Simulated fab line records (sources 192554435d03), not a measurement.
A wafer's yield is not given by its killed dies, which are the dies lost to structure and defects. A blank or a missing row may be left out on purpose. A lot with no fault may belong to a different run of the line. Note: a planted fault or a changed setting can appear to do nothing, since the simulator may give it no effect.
Chamber matching ; flow n5Finfet ; 3 sister chambers for N5_FIN_SAQP_HM_DEP_03 on pecvd-02
The step deposits SiNx from SiH4/NH3/N2, target thk 38 nm, time 33.6 s. 6 wafers are shown with their chamber, then 9 later ones without.

WAFERS WITH THEIR CHAMBER
wafer;chamber;throttleValvePct (%);showerheadPlenumPTorr (Torr)
L080.1;2;40.9;5.05
L080.6;2;40.9;5.05
L085.4;1;42.9;5.04
L087.2;0;41.2;5.07
L087.5;0;41.5;5.09
L087.6;1;42.9;5.04

WAFERS WHOSE CHAMBER IS MISSING
wafer;throttleValvePct (%);showerheadPlenumPTorr (Torr)
L089.2;41.0;5.05
L089.3;42.5;5.04
L089.6;42.9;5.04
L093.1;42.8;5.04
L093.4;43.0;5.04
L093.5;41.6;5.07
L097.1;40.8;5.03
L097.4;41.7;5.07
L097.5;42.8;5.05

WHICH CHAMBER EACH ONE RAN IN
wafer;from the rows above;in truth
L089.2;2;2
L089.3;1;1
L089.6;1;1
L093.1;1;1
L093.4;1;1
L093.5;0;0
L097.1;2;2
L097.4;0;0
L097.5;1;1
Correctly placed: 9 of 9. Can't be placed from these rows: 0. 0 placed wrongly.
How it was worked out, from the rows above alone: a wafer's distance from a chamber is the root of the sum, over the readings, of the square of ((its reading less the chamber's mean) divided by the reading's scatter). The wafer belongs to the nearest chamber; if the next one is less than 2 further off, it can't be placed. Each chamber's mean is taken over the wafers shown for it. How the scatter is found: for the shown wafers, subtract from each reading the mean of its chamber, square and add these, divide the total by (wafers less chambers), then take the root.
